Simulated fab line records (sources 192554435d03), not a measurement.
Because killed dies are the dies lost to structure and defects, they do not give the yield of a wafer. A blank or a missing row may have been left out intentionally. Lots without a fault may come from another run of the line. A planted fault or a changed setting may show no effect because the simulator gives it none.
Split-lot experiment    flow n5_finfet    21 wafers read from 7 lots, route of 1938 steps

## ON THE SPLIT
At N5_MOL_CONTACT_COAG_COAT_78 (resist thk 40 nm), the setting spin_rpm was moved away from the recipe's 1500 rpm on 6 of the 21 wafers read, by -11.1% to +6.1%. This setting was run at the recipe's value on the other wafers.

## FROM THE SPLIT TO THE READING: what the file shows between them, 4 steps
- N5_MOL_CONTACT_COAG_EBR_80
- N5_MOL_CONTACT_COAG_SOFTBAKE_79: time 60 s
- N5_MOL_CONTACT_COAG_EXPOSE_81: exposes mask VG, defocus 0 nm
- N5_MOL_CONTACT_COAG_PEB_82: peb time 60 s

## THE READING
CAR-EUV_of_MOL_CONTACT_COAG_COAT_78.thk_nm (the simulator's own value, which no gauge read), in nm, at N5_MOL_CONTACT_COAG_DEVELOP_83 (develop time 30 s). There is no usual value for it anywhere in the file. Here, 15 wafers ran the recipe; their average is 39.5 nm with a standard deviation of 0.11 nm.

wafer   tool, chamber at the split  spin_rpm as run, rpm  against the recipe  CAR-EUV_of_MOL_CONTACT_COAG_COAT_78.thk_nm, nm  against lot-mates on the recipe
L079.1  litho_track-02, 0           1500                  recipe              39.6                                            -
L079.4  litho_track-02, 0           1500                  recipe              39.6                                            -
L079.6  litho_track-02, 0           1500                  recipe              39.6                                            -
L080.2  litho_track-02, 0           1500                  recipe              39.6                                            -
L080.6  litho_track-02, 0           1500                  recipe              39.6                                            -
L080.3  litho_track-02, 0           1500                  recipe              39.8                                            -
L083.2  litho_track-01, 0           1500                  recipe              39.6                                            -
L083.4  litho_track-01, 0           1500                  recipe              39.6                                            -
L083.3  litho_track-01, 0           1591                  +6.1%               38.4                                            -1.2
L086.4  litho_track-01, 0           1500                  recipe              39.6                                            -
L086.5  litho_track-01, 0           1500                  recipe              39.6                                            -
L086.6  litho_track-01, 0           1500                  recipe              39.4                                            -
L088.1  litho_track-01, 0           1500                  recipe              39.4                                            -
L088.6  litho_track-01, 0           1500                  recipe              39.4                                            -
L088.4  litho_track-01, 0           1334                  -11.1%              42                                              +2.6
L089.4  litho_track-02, 0           1500                  recipe              39.4                                            -
L089.5  litho_track-02, 0           1445                  -3.7%               40.2                                            +0.8
L089.6  litho_track-02, 0           1445                  -3.7%               40.2                                            +0.8
L094.2  litho_track-01, 0           1397                  -6.9%               40.8                                            +1.4
L094.3  litho_track-01, 0           1397                  -6.9%               40.8                                            +1.4
L094.6  litho_track-01, 0           1500                  recipe              39.4                                            -

FIT RESULTS
A straight line over all 21 wafers: CAR-EUV_of_MOL_CONTACT_COAG_COAT_78.thk_nm changes by -0.201 nm for each +1% of spin_rpm; r = -0.99; the points scatter about the line by 0.13 nm.
The same after taking each lot's own level away (the mean of its wafers on the recipe; 21 wafers): -0.217 nm for each +1%; r = -0.99; scatter 0.08 nm.
According to that fit, moving spin_rpm by its largest amount changes the reading by 2.4 nm.
Measured against the standard deviation above, the lots' own levels, which go from 39.40 to 39.67 nm, span 2.3 times it.
Consequently the slope shifts little with the lot-to-lot level, the two slopes agreeing.
Check: for one of the wafers moved furthest among these (-11.1%), held out of the fit, the line's prediction against its lot-mates is +2.27 nm. Against them it came out at +2.6 nm.

## FURTHER SPLITS ON THESE WAFERS
These wafers also went through other splits before the reading. Each is held against what the fit with the lots' levels taken away leaves over:
other split on the same wafers         wafers away from the commonest value  r with CAR-EUV_of_MOL_CONTACT_COAG_COAT_78.thk_nm (lot level and that fit taken away)
N5_SDB_EXPOSE_08 dose_mj               4                                     +0.41
N5_HKMG_FIN_ETCH_54 source_w           4                                     +0.01
N5_GATE_CUT_COAT_27 spin_rpm           4                                     -0.17
N5_GATE_CUT_DESCUM_18 time_s           7                                     -0.36
N5_MOL_CONTACT_COAG_ETCH_106 source_w  10                                    +0.29
N5_MOL_CONTACT_COAG_COAT_76 spin_rpm   3                                     -0.16

## THE WHOLE CHAIN: every reading that the file lists as answering this split, in the file's order
step                            what it does       reading                                                                                      change (the file's fit)                r (the file's)
N5_MOL_CONTACT_COAG_COAT_78     resist thk 40 nm   CAR-EUV_of_MOL_CONTACT_COAG_COAT_78.thk_nm (the simulator's own value, which no gauge read)  -0.233 nm for each +1% of the setting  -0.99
N5_MOL_CONTACT_COAG_DEVELOP_83  develop time 30 s  CAR-EUV_of_MOL_CONTACT_COAG_COAT_78.thk_nm (the simulator's own value, which no gauge read)  -0.221 nm for each +1% of the setting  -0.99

## FILE'S OWN FIT
CAR-EUV_of_MOL_CONTACT_COAG_COAT_78.thk_nm changes by -0.221 nm for each +1% of spin_rpm, r = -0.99.
